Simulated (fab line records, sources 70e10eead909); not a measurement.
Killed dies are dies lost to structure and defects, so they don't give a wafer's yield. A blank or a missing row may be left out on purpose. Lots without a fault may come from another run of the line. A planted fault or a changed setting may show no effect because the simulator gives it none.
Which tool did it? | flow nand_harc | 22 lots, 66 wafers sampled, at 6 steps of a route of 1302

WHAT THE GAUGES READ, wafer by wafer
The record holds no reading of a measuring or inspecting step that can be judged against a usual standard deviation.

WHICH TOOL RAN EACH LOT (tool, then ch and the chambers of the sampled wafers, then the start)
lot  | NHARC_A_STAIRCASE_ETCH_192                    | NHARC_A_STAIRCASE_TRIM_220         | NHARC_A_STAIRCASE_TRIM_222                    | NHARC_A_STAIRCASE_ETCH_223                    | NHARC_A_STAIRCASE_TRIM_224                    | NHARC_A_STAIRCASE_TRIM_229
L074 | rie_diel-09 ch 1,2, day 15 21:10 or earlier   | rie_diel-09 ch 0,3, day 15 21:10   | rie_diel-09 ch 0,1,3, day 15 22:17 or earlier | rie_diel-09 ch 1,2,3, day 15 22:17 or earlier | rie_diel-09 ch 0,1,3, day 15 22:17 or earlier | rie_diel-08 ch 0,1,2, day 15 22:17
L075 | rie_diel-08 ch 0,1,2, day 16 21:35 or earlier | rie_diel-08 ch 0,2, day 16 21:35   | rie_diel-08 ch 0,2, day 16 22:46 or earlier   | rie_diel-08 ch 0,1,2, day 16 22:46 or earlier | rie_diel-08 ch 0,1, day 16 22:46 or earlier   | rie_diel-02 ch 0,2,3, day 16 22:46
L076 | rie_diel-02 ch 0,2,3, day 17 06:32 or earlier | rie_diel-02 ch 0,1,3, day 17 06:32 | rie_diel-02 ch 1,2,3, day 17 07:34 or earlier | rie_diel-02 ch 1,2,3, day 17 07:34 or earlier | rie_diel-02 ch 1,2,3, day 17 07:34 or earlier | rie_diel-02 ch 0,2,3, day 17 07:34
L077 | rie_diel-09 ch 0,1,2, day 18 04:34 or earlier | rie_diel-02 ch 0,1, day 18 04:34   | rie_diel-02 ch 1,2, day 18 05:47 or earlier   | rie_diel-02 ch 1,2, day 18 05:47 or earlier   | rie_diel-02 ch 0,1,2, day 18 05:47 or earlier | rie_diel-08 ch 0,2, day 18 05:47
L080 | rie_diel-09 ch 1,2,3, day 18 07:25 or earlier | rie_diel-08 ch 1,3, day 18 07:25   | rie_diel-08 ch 0,1, day 18 08:26 or earlier   | rie_diel-08 ch 1,3, day 18 08:26 or earlier   | rie_diel-08 ch 0,1,3, day 18 08:26 or earlier | rie_diel-09 ch 2,3, day 18 08:26
L078 | rie_diel-02 ch 0,1, day 18 11:01 or earlier   | rie_diel-08 ch 1,2, day 18 11:01   | rie_diel-08 ch 0,3, day 18 12:08 or earlier   | rie_diel-08 ch 1,2, day 18 12:08 or earlier   | rie_diel-08 ch 2,3, day 18 12:08 or earlier   | rie_diel-09 ch 1,2,3, day 18 12:08
L079 | rie_diel-08 ch 1,2, day 18 14:25 or earlier   | rie_diel-08 ch 0,1,2, day 18 14:25 | rie_diel-08 ch 2,3, day 18 16:43 or earlier   | rie_diel-08 ch 0,1,2, day 18 16:43 or earlier | rie_diel-08 ch 1,2, day 18 16:43 or earlier   | rie_diel-08 ch 0,3, day 18 16:43
L081 | rie_diel-08 ch 0,3, day 19 06:13 or earlier   | rie_diel-08 ch 0,2,3, day 19 06:13 | rie_diel-08 ch 2,3, day 19 07:19 or earlier   | rie_diel-08 ch 1,2, day 19 07:19 or earlier   | rie_diel-08 ch 0,3, day 19 07:19 or earlier   | rie_diel-02 ch 1,2,3, day 19 07:19
L082 | rie_diel-09 ch 0,1, day 19 11:33 or earlier   | rie_diel-02 ch 0,1,2, day 19 11:33 | rie_diel-02 ch 0,1,3, day 19 12:34 or earlier | rie_diel-02 ch 2,3, day 19 12:34 or earlier   | rie_diel-02 ch 2,3, day 19 12:34 or earlier   | rie_diel-09 ch 0,1,2, day 19 12:34
L083 | rie_diel-02 ch 0,1, day 20 01:58 or earlier   | rie_diel-08 ch 1,2, day 20 01:58   | rie_diel-08 ch 1,2, day 20 02:59 or earlier   | rie_diel-08 ch 0,1,2, day 20 02:59 or earlier | rie_diel-08 ch 0,1,3, day 20 02:59 or earlier | rie_diel-02 ch 0,1,3, day 20 02:59
L085 | rie_diel-02 ch 0,2,3, day 20 15:12 or earlier | rie_diel-08 ch 1,2, day 20 15:12   | rie_diel-08 ch 0,1, day 20 16:16 or earlier   | rie_diel-08 ch 0,2,3, day 20 16:16 or earlier | rie_diel-08 ch 0,1,3, day 20 16:16 or earlier | rie_diel-02 ch 2,3, day 20 16:16
L084 | rie_diel-08 ch 0,3, day 20 16:01 or earlier   | rie_diel-08 ch 0,2,3, day 20 16:01 | rie_diel-08 ch 0,3, day 20 17:03 or earlier   | rie_diel-08 ch 0,2,3, day 20 17:03 or earlier | rie_diel-08 ch 0,1, day 20 17:03 or earlier   | rie_diel-09 ch 1,2, day 20 17:03
L086 | rie_diel-09 ch 0,2,3, day 21 10:11 or earlier | rie_diel-09 ch 0,1,3, day 21 10:11 | rie_diel-09 ch 1,2,3, day 21 11:17 or earlier | rie_diel-09 ch 0,1,2, day 21 11:17 or earlier | rie_diel-09 ch 0,1,2, day 21 11:17 or earlier | rie_diel-09 ch 0,2,3, day 21 11:17
L089 | rie_diel-02 ch 0,1, day 22 12:35 or earlier   | rie_diel-02 ch 1,2,3, day 22 12:35 | rie_diel-02 ch 0,1, day 22 13:35 or earlier   | rie_diel-02 ch 0,2,3, day 22 13:35 or earlier | rie_diel-02 ch 1,2, day 22 13:35 or earlier   | rie_diel-02 ch 1,2, day 22 13:35
L090 | rie_diel-08 ch 0,2,3, day 22 20:31 or earlier | rie_diel-02 ch 0,2,3, day 22 20:31 | rie_diel-02 ch 0,1,2, day 22 21:32 or earlier | rie_diel-02 ch 0,1,2, day 22 21:32 or earlier | rie_diel-02 ch 0,1,2, day 22 21:32 or earlier | rie_diel-02 ch 0,1,2, day 22 21:32
L088 | rie_diel-02 ch 2,3, day 22 22:10 or earlier   | rie_diel-08 ch 1,3, day 22 22:10   | rie_diel-08 ch 0,3, day 22 23:44 or earlier   | rie_diel-08 ch 0,2, day 22 23:44 or earlier   | rie_diel-08 ch 1,3, day 22 23:44 or earlier   | rie_diel-02 ch 1,2, day 22 23:44
L092 | rie_diel-08 ch 2,3, day 23 09:11 or earlier   | rie_diel-09 ch 1,2,3, day 23 09:11 | rie_diel-09 ch 0,3, day 23 10:16 or earlier   | rie_diel-09 ch 1,2, day 23 10:16 or earlier   | rie_diel-09 ch 0,1,3, day 23 10:16 or earlier | rie_diel-02 ch 1,2,3, day 23 10:16
L091 | rie_diel-08 ch 0,2,3, day 23 10:45 or earlier | rie_diel-08 ch 0,1,3, day 23 10:45 | rie_diel-08 ch 2,3, day 23 11:52 or earlier   | rie_diel-08 ch 0,3, day 23 11:52 or earlier   | rie_diel-08 ch 1,2,3, day 23 11:52 or earlier | rie_diel-08 ch 1,2,3, day 23 11:52
L093 | rie_diel-02 ch 0,1,3, day 23 21:28 or earlier | rie_diel-02 ch 0,2, day 23 21:28   | rie_diel-02 ch 1,3, day 23 22:36 or earlier   | rie_diel-02 ch 0,1,2, day 23 22:36 or earlier | rie_diel-02 ch 0,3, day 23 22:36 or earlier   | rie_diel-02 ch 0,1,2, day 23 22:36
L095 | rie_diel-02 ch 0,2, day 24 17:25 or earlier   | rie_diel-02 ch 0,1,2, day 24 17:25 | rie_diel-02 ch 1,2, day 24 18:27 or earlier   | rie_diel-02 ch 2,3, day 24 18:27 or earlier   | rie_diel-02 ch 0,1,2, day 24 18:27 or earlier | rie_diel-02 ch 0,1,2, day 24 18:27
L096 | rie_diel-08 ch 0,3, day 24 20:28 or earlier   | rie_diel-02 ch 0,1, day 24 20:28   | rie_diel-02 ch 0,2,3, day 24 20:56 or earlier | rie_diel-02 ch 0,1,2, day 24 20:56 or earlier | rie_diel-08 ch 0,1,2, day 24 20:56            | rie_diel-08 ch 0,2,3, day 24 21:33
L097 | rie_diel-08 ch 0,2,3, day 25 20:56 or earlier | rie_diel-08 ch 1,2,3, day 25 20:56 | rie_diel-08 ch 0,1,2, day 25 22:41 or earlier | rie_diel-08 ch 0,1,3, day 25 22:41 or earlier | rie_diel-08 ch 0,1,3, day 25 22:41 or earlier | rie_diel-09 ch 0,1,3, day 25 22:41
- NHARC_A_STAIRCASE_ETCH_192: etches the open film in C4F8/O2, target depth 100 nm, time 40.5 s.
- NHARC_A_STAIRCASE_TRIM_220: chemistry O2, time 211.2 s.
- NHARC_A_STAIRCASE_TRIM_222: chemistry O2, time 211.2 s.
- NHARC_A_STAIRCASE_ETCH_223: etches the open film in C4F8/O2, target depth 100 nm, time 40.5 s.
- NHARC_A_STAIRCASE_TRIM_224: chemistry O2, time 211.2 s.
- NHARC_A_STAIRCASE_TRIM_229: chemistry O2, time 211.2 s.

WHAT THE TOOLS THEMSELVES READ (means of the sampled wafers that have a number; where no wafer has one, the mark that the record gives instead)
NHARC_A_STAIRCASE_ETCH_192.
lot  | tool        | bias_w (W) | oes_product_au (a.u.) | rf_vpp_V (V)
L074 | rie_diel-09 | 999.6      | 0.928                 | 904
L075 | rie_diel-08 | 1001.5     | 0.943                 | 891
L076 | rie_diel-02 | 1001.6     | 0.957                 | 900
L077 | rie_diel-09 | 1000.1     | 0.958                 | 900
L080 | rie_diel-09 | 1001.7     | 0.940                 | 899
L078 | rie_diel-02 | 997.8      | 0.938                 | 899
L079 | rie_diel-08 | 996.1      | 0.939                 | 893
L081 | rie_diel-08 | 1000.7     | 0.940                 | 887
L082 | rie_diel-09 | 1000.0     | 0.947                 | 899
L083 | rie_diel-02 | 998.6      | 0.940                 | 901
L085 | rie_diel-02 | 999.4      | 0.947                 | 899
L084 | rie_diel-08 | 998.8      | 0.950                 | 888
L086 | rie_diel-09 | 996.5      | 0.938                 | 894
L089 | rie_diel-02 | 1001.4     | 0.949                 | 899
L090 | rie_diel-08 | 999.3      | 0.952                 | 888
L088 | rie_diel-02 | 1000.3     | 0.930                 | 895
L092 | rie_diel-08 | 997.2      | 0.950                 | 891
L091 | rie_diel-08 | 999.8      | 0.951                 | 889
L093 | rie_diel-02 | 1000.8     | 0.947                 | 901
L095 | rie_diel-02 | 999.1      | 0.938                 | 899
L096 | rie_diel-08 | 1001.9     | 0.937                 | 905
L097 | rie_diel-08 | 1000.2     | 0.931                 | 901

NHARC_A_STAIRCASE_TRIM_220.
lot  | tool        | drypump_motor_current_A (A) | oes_product_au (a.u.) | rf_vpp_V (V) | showerhead_plenum_p_Torr (Torr) | throttle_valve_pct (%)
L074 | rie_diel-09 | 6.0                         | 0.999                 | 58.1         | 3.33                            | 17.035
L075 | rie_diel-08 | 5.1                         | 0.990                 | 58.0         | 3.34                            | 17.035
L076 | rie_diel-02 | 6.1                         | 1.006                 | 58.0         | 3.69                            | 17.048
L077 | rie_diel-02 | 5.9                         | 1.004                 | 58.3         | 3.67                            | 17.037
L080 | rie_diel-08 | 6.2                         | 1.000                 | 58.3         | 3.47                            | 17.043
L078 | rie_diel-08 | 5.7                         | 1.015                 | 57.5         | 3.46                            | 17.042
L079 | rie_diel-08 | 5.5                         | 1.002                 | 57.5         | 3.41                            | 17.044
L081 | rie_diel-08 | 5.5                         | 1.004                 | 57.5         | 3.34                            | 17.035
L082 | rie_diel-02 | 6.0                         | 1.002                 | 58.2         | 3.56                            | 17.041
L083 | rie_diel-08 | 5.7                         | 1.004                 | 57.5         | 3.45                            | 17.032
L085 | rie_diel-08 | 5.9                         | 1.015                 | 58.0         | 3.50                            | 17.035
L084 | rie_diel-08 | 5.5                         | 1.013                 | 57.5         | 3.33                            | 17.040
L086 | rie_diel-09 | 5.8                         | 1.009                 | 56.8         | 3.45                            | 17.037
L089 | rie_diel-02 | 6.2                         | 0.993                 | 57.8         | 3.56                            | 17.035
L090 | rie_diel-02 | 6.2                         | 0.994                 | 58.3         | 3.63                            | 17.030
L088 | rie_diel-08 | 6.2                         | 1.001                 | 57.4         | 3.37                            | 17.029
L092 | rie_diel-09 | 5.8                         | 1.000                 | 58.3         | 3.58                            | 17.031
L091 | rie_diel-08 | 5.8                         | 0.997                 | 57.4         | 3.36                            | 17.043
L093 | rie_diel-02 | 5.9                         | 0.991                 | 57.6         | 3.50                            | 17.040
L095 | rie_diel-02 | 6.0                         | 1.003                 | 58.3         | 3.53                            | 17.036
L096 | rie_diel-02 | 5.9                         | 1.008                 | 57.2         | 3.64                            | 17.041
L097 | rie_diel-08 | 6.0                         | 0.984                 | 57.8         | 3.57                            | 17.027

NHARC_A_STAIRCASE_TRIM_222.
lot  | tool        | drypump_motor_current_A (A) | oes_product_au (a.u.) | rf_vpp_V (V) | showerhead_plenum_p_Torr (Torr) | throttle_valve_pct (%)
L074 | rie_diel-09 | 5.8                         | 1.001                 | 57.6         | 3.48                            | 17.050
L075 | rie_diel-08 | 5.1                         | 1.001                 | 57.1         | 3.34                            | 17.027
L076 | rie_diel-02 | 6.3                         | 1.012                 | 56.7         | 3.58                            | 17.038
L077 | rie_diel-02 | 6.1                         | 1.002                 | 58.0         | 3.46                            | 17.039
L080 | rie_diel-08 | 5.3                         | 1.000                 | 57.2         | 3.37                            | 17.038
L078 | rie_diel-08 | 5.8                         | 1.001                 | 57.3         | 3.30                            | 17.044
L079 | rie_diel-08 | 6.0                         | 1.006                 | 56.9         | 3.35                            | 17.033
L081 | rie_diel-08 | 5.7                         | 1.013                 | 56.9         | 3.38                            | 17.037
L082 | rie_diel-02 | 6.1                         | 1.003                 | 58.5         | 3.68                            | 17.026
L083 | rie_diel-08 | 5.7                         | 1.012                 | 58.3         | 3.45                            | 17.036
L085 | rie_diel-08 | 5.3                         | 0.994                 | 57.6         | 3.36                            | 17.026
L084 | rie_diel-08 | 5.8                         | 0.994                 | 56.8         | 3.29                            | 17.035
L086 | rie_diel-09 | 5.8                         | 1.009                 | 57.7         | 3.58                            | 17.045
L089 | rie_diel-02 | 5.9                         | 0.996                 | 57.8         | 3.65                            | 17.040
L090 | rie_diel-02 | 5.9                         | 0.994                 | 57.6         | 3.54                            | 17.036
L088 | rie_diel-08 | 5.8                         | 1.002                 | 56.5         | 3.28                            | 17.038
L092 | rie_diel-09 | 6.0                         | 1.001                 | 58.0         | 3.31                            | 17.031
L091 | rie_diel-08 | 5.9                         | 0.999                 | 57.7         | 3.33                            | 17.033
L093 | rie_diel-02 | 6.3                         | 1.008                 | 57.7         | 3.58                            | 17.034
L095 | rie_diel-02 | 6.2                         | 1.000                 | 58.1         | 3.46                            | 17.042
L096 | rie_diel-02 | 6.1                         | 1.003                 | 58.0         | 3.62                            | 17.028
L097 | rie_diel-08 | 5.5                         | 0.986                 | 58.7         | 3.57                            | 17.037

NHARC_A_STAIRCASE_ETCH_223.
lot  | tool        | bias_w (W) | oes_product_au (a.u.) | rf_vpp_V (V)
L074 | rie_diel-09 | 999.6      | 0.942                 | 899
L075 | rie_diel-08 | 1001.3     | 0.953                 | 891
L076 | rie_diel-02 | 998.6      | 0.959                 | 898
L077 | rie_diel-02 | 999.6      | 0.942                 | 893
L080 | rie_diel-08 | 1001.4     | 0.965                 | 891
L078 | rie_diel-08 | 1001.6     | 0.947                 | 896
L079 | rie_diel-08 | 1001.5     | 0.933                 | 892
L081 | rie_diel-08 | 1002.6     | 0.952                 | 893
L082 | rie_diel-02 | 1003.7     | 0.944                 | 896
L083 | rie_diel-08 | 1002.5     | 0.946                 | 892
L085 | rie_diel-08 | 1002.0     | 0.957                 | 888
L084 | rie_diel-08 | 998.8      | 0.948                 | 889
L086 | rie_diel-09 | 999.5      | 0.948                 | 899
L089 | rie_diel-02 | 999.6      | 0.947                 | 899
L090 | rie_diel-02 | 999.7      | 0.957                 | 897
L088 | rie_diel-08 | 1001.2     | 0.945                 | 889
L092 | rie_diel-09 | 997.3      | 0.951                 | 903
L091 | rie_diel-08 | 1000.7     | 0.942                 | 886
L093 | rie_diel-02 | 1000.7     | 0.949                 | 897
L095 | rie_diel-02 | 1000.0     | 0.956                 | 900
L096 | rie_diel-02 | 996.7      | 0.950                 | 896
L097 | rie_diel-08 | 1000.4     | 0.929                 | 902

NHARC_A_STAIRCASE_TRIM_224.
lot  | tool        | drypump_motor_current_A (A) | oes_product_au (a.u.) | rf_vpp_V (V) | showerhead_plenum_p_Torr (Torr) | throttle_valve_pct (%)
L074 | rie_diel-09 | 5.8                         | 1.009                 | 57.8         | 3.48                            | 17.038
L075 | rie_diel-08 | 5.3                         | 0.990                 | 57.7         | 3.38                            | 17.038
L076 | rie_diel-02 | 6.2                         | 1.019                 | 57.5         | 3.58                            | 17.037
L077 | rie_diel-02 | 6.0                         | 1.002                 | 57.9         | 3.56                            | 17.038
L080 | rie_diel-08 | 5.8                         | 0.998                 | 58.5         | 3.38                            | 17.041
L078 | rie_diel-08 | 5.7                         | 1.002                 | 56.8         | 3.38                            | 17.029
L079 | rie_diel-08 | 5.9                         | 1.005                 | 57.3         | 3.50                            | 17.032
L081 | rie_diel-08 | 5.8                         | 0.989                 | 56.9         | 3.30                            | 17.036
L082 | rie_diel-02 | 6.4                         | 1.003                 | 58.3         | 3.66                            | 17.036
L083 | rie_diel-08 | 5.8                         | 1.001                 | 58.7         | 3.37                            | 17.032
L085 | rie_diel-08 | 5.8                         | 1.007                 | 57.9         | 3.37                            | 17.037
L084 | rie_diel-08 | 5.8                         | 1.007                 | 57.8         | 3.45                            | 17.038
L086 | rie_diel-09 | 5.4                         | 1.005                 | 58.7         | 3.60                            | 17.042
L089 | rie_diel-02 | 6.1                         | 0.996                 | 57.1         | 3.44                            | 17.038
L090 | rie_diel-02 | 6.0                         | 0.986                 | 58.1         | 3.54                            | 17.036
L088 | rie_diel-08 | 6.2                         | 0.997                 | 58.1         | 3.45                            | 17.041
L092 | rie_diel-09 | 5.8                         | 0.999                 | 57.6         | 3.45                            | 17.042
L091 | rie_diel-08 | 5.9                         | 1.004                 | 58.3         | 3.40                            | 17.036
L093 | rie_diel-02 | 6.0                         | 1.007                 | 58.7         | 3.72                            | 17.035
L095 | rie_diel-02 | 6.0                         | 1.007                 | 57.3         | 3.53                            | 17.037
L096 | rie_diel-08 | 5.5                         | 0.996                 | 58.2         | 3.58                            | 17.035
L097 | rie_diel-08 | 5.8                         | 0.989                 | 58.5         | 3.71                            | 17.032

NHARC_A_STAIRCASE_TRIM_229.
lot  | tool        | drypump_motor_current_A (A) | oes_product_au (a.u.) | rf_vpp_V (V) | showerhead_plenum_p_Torr (Torr) | throttle_valve_pct (%)
L074 | rie_diel-08 | 5.5                         | 1.005                 | 57.3         | 3.42                            | 17.029
L075 | rie_diel-02 | 6.1                         | 0.997                 | 58.2         | 3.65                            | 17.036
L076 | rie_diel-02 | 6.2                         | 1.019                 | 58.3         | 3.65                            | 17.034
L077 | rie_diel-08 | 5.3                         | 1.000                 | 57.1         | 3.37                            | 17.040
L080 | rie_diel-09 | 5.6                         | 1.009                 | 57.9         | 3.61                            | 17.028
L078 | rie_diel-09 | 5.8                         | 1.009                 | 58.4         | 3.60                            | 17.039
L079 | rie_diel-08 | 5.8                         | 0.993                 | 57.0         | 3.30                            | 17.030
L081 | rie_diel-02 | 6.3                         | 1.002                 | 57.6         | 3.57                            | 17.037
L082 | rie_diel-09 | 5.4                         | 0.994                 | 58.4         | 3.61                            | 17.045
L083 | rie_diel-02 | 6.2                         | 1.011                 | 58.0         | 3.67                            | 17.038
L085 | rie_diel-02 | 6.4                         | 1.013                 | 58.6         | 3.65                            | 17.027
L084 | rie_diel-09 | 5.6                         | 1.009                 | 58.6         | 3.73                            | 17.030
L086 | rie_diel-09 | 5.6                         | 1.007                 | 57.6         | 3.46                            | 17.034
L089 | rie_diel-02 | 6.1                         | 1.005                 | 57.6         | 3.47                            | 17.042
L090 | rie_diel-02 | 6.0                         | 0.997                 | 58.0         | 3.54                            | 17.034
L088 | rie_diel-02 | 6.1                         | 1.005                 | 57.4         | 3.47                            | 17.041
L092 | rie_diel-02 | 6.2                         | 1.006                 | 58.3         | 3.55                            | 17.030
L091 | rie_diel-08 | 6.0                         | 1.006                 | 57.3         | 3.40                            | 17.033
L093 | rie_diel-02 | 6.0                         | 1.007                 | 58.1         | 3.53                            | 17.042
L095 | rie_diel-02 | 6.0                         | 1.002                 | 57.4         | 3.53                            | 17.027
L096 | rie_diel-08 | 5.5                         | 0.992                 | 58.2         | 3.67                            | 17.046
L097 | rie_diel-09 | 5.8                         | 1.003                 | 57.5         | 3.44                            | 17.029

THE ANSWER, worked out from the rows above alone
Rule: what is usual is taken from the lots themselves. Put in order of their means at a reading, lots are off if they are a third of the lots or fewer, leave a main group of 4 or more, and stand apart from it by a gap of 3 or more times the standard deviation of the main group's means; of several such gaps the widest counts. A main group whose means are all the same, to the digits that the tables above print for the reading, isn't used. A lot without any number at a reading at which 4 lots or more have one is off too. The other lots that the step has rows for count as sound. The gauges are gone through in route order, then the tools' own readings, and for those a lot's mean is taken as printed above. The first step at which some lot is off is used, and at that step the reading that is off furthest; a lot without a number counts as furthest.
No lot is off at any reading shown: from this, nothing can be told.

WHAT THE SIMULATOR HAD PUT IN
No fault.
